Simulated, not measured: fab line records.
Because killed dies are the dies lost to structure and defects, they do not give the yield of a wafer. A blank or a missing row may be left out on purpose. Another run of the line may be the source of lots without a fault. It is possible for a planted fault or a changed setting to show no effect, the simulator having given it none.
Which tool did it? ; flow n5-finfet ; 14 lots, 42 wafers sampled, at 4 steps of a route of 1938

WHAT EACH GAUGE READ, for each wafer
N5_BEOL_M14_OVL_MEAS_11.
lot;measured;on;V13_OVL (nm)
L861;day 12 04:34;overlay-02;9 0 12
L863;day 12 11:51;overlay-02;8 1 -5
L866;day 12 12:51;overlay-02;2 3 -4
L865;day 13 04:22;overlay-02;-2 1 -3
L867;day 13 12:59;overlay-01;0 7 7
L868;day 13 13:44;overlay-02;-5 3 2
L869;day 14 16:20;overlay-02;-1 0 7
L876;day 16 11:41;overlay-02;9 6 -2
L875;day 16 21:12;overlay-01;11 0 1
L874;day 17 03:33;overlay-01;9 7 6
L880;day 17 21:00;overlay-01;0 1 -4
L881;day 18 08:03;overlay-01;1 4 7
L884;day 18 16:05;overlay-02;16 0 8
L882;day 18 18:22;overlay-01;1 0 3

N5_BEOL_M14_CD_MEAS_28 targets a cd of 284.4 nm.
lot;measured;on;cd-nm (nm)
L861;day 12 05:31;cd-sem-03;286.1 285.4 285.1
L863;day 12 12:48;cd-sem-02;285.5 286.4 287.0
L866;day 12 13:56;cd-sem-01;286.3 286.0 285.9
L865;day 13 05:11;cd-sem-03;282.4 283.9 284.7
L867;day 13 13:49;cd-sem-02;- - -
L868;day 13 14:33;cd-sem-02;- - -
L869;day 14 17:10;cd-sem-03;285.6 286.4 284.8
L876;day 16 12:39;cd-sem-02;283.2 285.1 284.9
L875;day 16 22:09;cd-sem-02;285.6 284.2 282.0
L874;day 17 04:32;cd-sem-01;285.7 285.5 285.7
L880;day 17 21:49;cd-sem-03;283.4 283.6 284.2
L881;day 18 09:40;cd-sem-01;284.6 284.0 282.7
L884;day 18 17:12;cd-sem-03;286.3 285.6 285.2
L882;day 18 19:12;cd-sem-03;283.5 283.2 283.2

EACH LOT AND THE TOOL THAT RAN IT (in order: tool; ch and the chambers of the sampled wafers; start)
lot;N5_BEOL_M14_ETCH_59;N5_BEOL_M14_PEB_26
L861;rie-diel-05 ch 1,3, day 12 04:40;litho-track-01 ch 0, day 12 05:24
L863;rie-diel-05 ch 0,2,3, day 12 11:57;litho-track-01 ch 0, day 12 12:41
L866;rie-diel-05 ch 0,2,3, day 12 13:05;litho-track-01 ch 0, day 12 13:49
L865;rie-diel-05 ch 1,2,3, day 13 04:28;litho-track-01 ch 0, day 13 05:04
L867;rie-diel-04 ch 0,2, day 13 13:05;litho-track-03, day 13 13:42
L868;rie-diel-01 ch 0,1,3, day 13 13:49;litho-track-03, day 13 14:26
L869;rie-diel-05 ch 0,1,2, day 14 16:26;litho-track-01 ch 0, day 14 17:02
L876;rie-diel-05 ch 0,1,3, day 16 11:48;litho-track-03 ch 0, day 16 12:32
L875;rie-diel-01 ch 0,2,3, day 16 21:17;litho-track-01 ch 0, day 16 22:02
L874;rie-diel-01 ch 0,1,3, day 17 03:41;litho-track-01 ch 0, day 17 04:25
L880;rie-diel-05 ch 1,2, day 17 21:05;litho-track-02 ch 0, day 17 21:42
L881;rie-diel-04 ch 0,1,3, day 18 08:56;litho-track-03 ch 0, day 18 09:34
L884;rie-diel-05 ch 0,1, day 18 16:28;litho-track-03 ch 0, day 18 17:05
L882;rie-diel-05 ch 1,2, day 18 18:28;litho-track-03 ch 0, day 18 19:05
- N5_BEOL_M14_ETCH_59: etches BARC in N2/H2, target depth 89 nm, overetch 26.7 nm, time 67.9 s.
- N5_BEOL_M14_PEB_26: peb time 90 s.

AS READ BY THE TOOLS THEMSELVES (means over the sampled wafers that have a number; for cases with no such wafer, the mark the record gives instead)
N5_BEOL_M14_ETCH_59.
lot;tool;bias-w (W);chamber-pressure-mTorr (mTorr);drypump-motor-current-A (A);oes-product-au (a.u.);rf-vpp-V (V);showerhead-plenum-p-Torr (Torr);throttle-valve-pct (%)
L861;rie-diel-05;150.2;29.986;6.4;0.65;523.1;2.51;17.94
L863;rie-diel-05;149.6;29.993;5.9;0.65;524.9;2.58;18.10
L866;rie-diel-05;150.0;30.005;5.9;0.65;525.0;2.58;18.11
L865;rie-diel-05;150.3;29.994;6.2;0.64;523.2;2.53;18.05
L867;rie-diel-04;150.5;30.026;5.8;0.63;523.4;2.54;18.07
L868;rie-diel-01;150.3;29.986;5.8;0.64;522.1;2.51;18.12
L869;rie-diel-05;150.1;29.992;6.1;0.63;525.2;2.60;18.09
L876;rie-diel-05;149.6;30.017;6.1;0.64;524.4;2.54;18.06
L875;rie-diel-01;149.6;30.001;5.6;0.67;523.4;2.52;17.90
L874;rie-diel-01;149.8;29.985;5.8;0.63;522.2;2.49;18.16
L880;rie-diel-05;150.0;29.972;6.3;0.74;524.7;2.57;17.90
L881;rie-diel-04;149.8;29.993;6.0;0.70;523.4;2.54;17.80
L884;rie-diel-05;150.4;30.004;6.0;0.63;525.6;2.61;18.09
L882;rie-diel-05;150.2;29.987;6.4;0.68;523.1;2.55;17.94

N5_BEOL_M14_PEB_26.
lot;tool;chill-plate-temp-C (C);exhaust-pa (Pa)
L861;litho-track-01;22.98;45.8
L863;litho-track-01;23.11;45.6
L866;litho-track-01;23.11;45.6
L865;litho-track-01;22.96;46.1
L867;litho-track-03;-;-
L868;litho-track-03;-;-
L869;litho-track-01;22.98;45.4
L876;litho-track-03;22.89;46.5
L875;litho-track-01;22.99;43.8
L874;litho-track-01;23.13;45.4
L880;litho-track-02;23.05;44.1
L881;litho-track-03;22.96;46.9
L884;litho-track-03;22.85;46.1
L882;litho-track-03;22.87;44.9

THE ANSWER, worked out from the rows above alone
Rule: the usual values come from the lots themselves. Put in order of their means at a reading, lots are off if they are a third of the lots or fewer, leave a main group of 4 or more, and stand apart from it by a gap of 3 or more times the standard deviation of the main group's means; of several such gaps the widest counts. Not used: any main group whose means are identical at the precision the tables above print for the reading. A lot without any number at a reading at which 4 lots or more have one is off too. All remaining lots with rows at the step are treated as sound. After the gauges, taken in route order, come the tools' own readings; for these a lot's mean is taken, as printed above. At the first step where some lot is off, the reading lying furthest off is the one used; lots without a number count as furthest.
Off: L867, L868 (N5_BEOL_M14_CD_MEAS_28, cd-nm). Without a number there: L867, L868. The main group has a mean of 284.8 nm with a standard deviation of 1.
A tool fits if, at a process step before that reading, it ran every lot that is off, and no sound lot after the first of them. The gauges at N5_BEOL_M14_CD_MEAS_28 aren't tried: what is off there is off at N5_BEOL_M14_PEB_26 too, on other tools, and a gauge's error can't cause that. Of those tried, none fits.

WHAT THE SIMULATOR PUT IN
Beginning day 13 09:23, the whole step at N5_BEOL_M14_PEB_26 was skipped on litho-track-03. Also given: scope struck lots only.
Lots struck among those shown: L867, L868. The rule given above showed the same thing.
